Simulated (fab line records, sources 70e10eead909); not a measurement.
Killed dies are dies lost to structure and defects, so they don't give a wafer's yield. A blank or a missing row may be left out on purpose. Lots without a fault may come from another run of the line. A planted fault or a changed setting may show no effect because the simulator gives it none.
Problem report in the 8D (eight disciplines) form, filled by code | flow nand_harc | the parts of the form that need people (team, actions taken, sign-off) are left out

1. THE PROBLEM
thk_nm at NHARC_A_ONON_D2_THK_MEAS_27 reads a mean of 652 nm on 2 wafers of 2 lots; wafers without a fault read 1000 nm with a standard deviation of 9.2. That is -38 standard deviations from the usual mean.
The step: measures by ellipsometry.
First seen on wafer L489.2, day 17 20:44, on film_metro-02. The record holds 42 wafers of 14 lots with a number at this step. Rule for "out", or "out of limits": more than 4 standard deviations from the usual mean. The other wafers with a number count as sound.

2. WHAT IT IS AND WHAT IT IS NOT
question                    | is                           | is not
which readings at this step | thk_nm                       | -
which lots                  | L489, L490                   | L478, L479, L481, L483, L484, L491, L492, L494, L496, L497, L498, L500
which wafers of those lots  | L489.2, L490.2               | L489.1, L489.5, L490.1, L490.6
read on which gauges        | film_metro-01, film_metro-02 | -
when                        | from day 17 20:44            | up to then (17 sound wafers); but 23 sound wafers of L490, L491, L492, L494, L496, L497, L498, L500 came after

3. SUSPECTS, AND WHAT RULES EACH OUT
Counting: a tool at a process step up to the reading stays a suspect if it ran every lot that is out. Sound lots after the first of them don't rule it out here, since some wafers of a struck lot are sound.
- the gauge at NHARC_A_ONON_D2_THK_MEAS_27: ruled out. The wafers that are out were read on 2 gauges (film_metro-01, film_metro-02).
- rie_diel-03 at NHARC_A_CHANNEL_HOLE_D1_ETCH_38 (etches the open film in CF4, target depth 39 nm, time 65 s): kept. It ran every lot that is out, first L489 (day 13 07:38); its last sound lot up to then is L484 (day 11 16:56).
- pecvd_onon-01 at NHARC_A_ONON_D2_DEP_25 (target thk 1000 nm): kept. It ran every lot that is out, first L489 (day 17 20:14); its last sound lot up to then is L484 (day 16 12:47).
Left after counting: rie_diel-03 at NHARC_A_CHANNEL_HOLE_D1_ETCH_38, pecvd_onon-01 at NHARC_A_ONON_D2_DEP_25.

4. THE CAUSE (what the simulator had put in)
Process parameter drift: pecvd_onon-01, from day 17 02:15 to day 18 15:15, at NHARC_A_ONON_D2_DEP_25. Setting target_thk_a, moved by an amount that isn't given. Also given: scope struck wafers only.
Counting left 2 suspects, and this tool is among them.

5. THE CHAIN OF EFFECTS, in route order
Each row: a reading whose mean over the struck wafers that have a number lies more than 3 standard deviations from the usual. Only readings for which the record gives a usual standard deviation are gone through. hours: the time from each lot's start at the first step in this table that gives one to its start at this step, as a median over the lots. sigmas: the change in usual standard deviations.
hours | step                        | reading | usual   | on struck wafers | change | sigmas
0     | NHARC_A_ONON_D2_THK_MEAS_27 | thk_nm  | 1000 nm | 652              | -348   | -38

6. WHAT WOULD HAVE CAUGHT IT SOONER
In this record the first reading out of limits at a measuring or inspecting step was taken at day 17 20:44, 18 hours after the fault began at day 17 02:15.
Of the tool readings at NHARC_A_ONON_D2_DEP_25 for which the record gives a usual standard deviation, none was out on any struck wafer, so an alarm limit of 4 standard deviations on them would not have fired.
Of the lots that are out (2), L490 began NHARC_A_ONON_D2_DEP_25 on pecvd_onon-01 after day 17 20:44. A hold on the tool at that time would have spared it.
